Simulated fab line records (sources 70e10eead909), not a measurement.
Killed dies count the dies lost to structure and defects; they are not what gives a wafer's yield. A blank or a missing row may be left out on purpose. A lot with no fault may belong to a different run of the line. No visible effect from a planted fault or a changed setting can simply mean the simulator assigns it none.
The tool behind it: which one? + flow nand harc + 6 lots with 18 wafers sampled at 4 steps, on a route of 1159 steps

## WHAT THE GAUGES SHOWED, per wafer
NHARC_END_SORT_01.
| lot  | measured     | on        | sort_bin_2_pct (%) |
|------|--------------|-----------|--------------------|
| L307 | day 21 15:52 | prober-02 | 1.8 2.2 0.9        |
| L316 | day 24 11:00 | prober-01 | 1.3 1.6 1.5        |
| L321 | day 25 19:44 | prober-01 | 1.8 1.6 1.3        |

## TOOL THAT RAN EACH LOT (tool first, then ch and the chambers of the sampled wafers, then the start)
| lot  | NHARC_A_M0_PVD_20                       | NHARC_A_M1_ETCH_35                 | NHARC_A_M1_ETCH_15                            |
|------|-----------------------------------------|------------------------------------|-----------------------------------------------|
| L303 | pvd sputter-01, day 18 17:51 or earlier | rie diel-07 ch 0,1,3, day 18 21:09 | rie diel-07 ch 0,1,2, no start                |
| L307 | pvd sputter-02, day 20 00:44 or earlier | rie diel-07 ch 0,2, day 20 02:50   | rie diel-07 ch 0,2,3, day 21 15:52 or earlier |
| L316 | pvd sputter-03, day 22 21:14 or earlier | rie diel-07 ch 0,1, day 22 23:28   | rie diel-07 ch 0,1, day 24 11:00 or earlier   |
| L323 | pvd sputter-01, day 23 19:53 or earlier | rie diel-03 ch 2,3, day 23 22:01   | rie diel-03 ch 1,3, no start                  |
| L321 | pvd sputter-02, day 24 02:11 or earlier | rie diel-06 ch 0,1, day 24 04:03   | rie diel-06 ch 0,1,2, day 25 19:44 or earlier |
| L324 | pvd sputter-03, day 24 11:55 or earlier | rie diel-03 ch 0,2,3, day 24 13:53 | rie diel-03 ch 0,2,3, no start                |
- NHARC_A_M0_PVD_20: deposits TaN, target thk 5 nm, time 8.06 s.
- NHARC_A_M1_ETCH_35: etches the open film in N2/H2, target depth 40 nm, overetch 12 nm, time 43.94 s.
- NHARC_A_M1_ETCH_15: etches the open film in C4F8/Ar, target depth 182.5 nm, time 91.2 s.

## THE ANSWER, worked out from the rows above alone
Rule: the lots themselves supply what counts as usual. Put in order of their means at a reading, lots are off if they are a third of the lots or fewer, leave a main group of 4 or more, and stand apart from it by a gap of 3 or more times the standard deviation of the main group's means; of several such gaps the widest counts. Not used: any main group whose means are identical at the precision the tables above print for the reading. A lot without any number at a reading at which 4 lots or more have one is off too. Any other lot the step has rows for is counted as sound.
Nothing can be told from this: no lot is off at any reading shown.

## WHAT THE SIMULATOR HAD INSERTED
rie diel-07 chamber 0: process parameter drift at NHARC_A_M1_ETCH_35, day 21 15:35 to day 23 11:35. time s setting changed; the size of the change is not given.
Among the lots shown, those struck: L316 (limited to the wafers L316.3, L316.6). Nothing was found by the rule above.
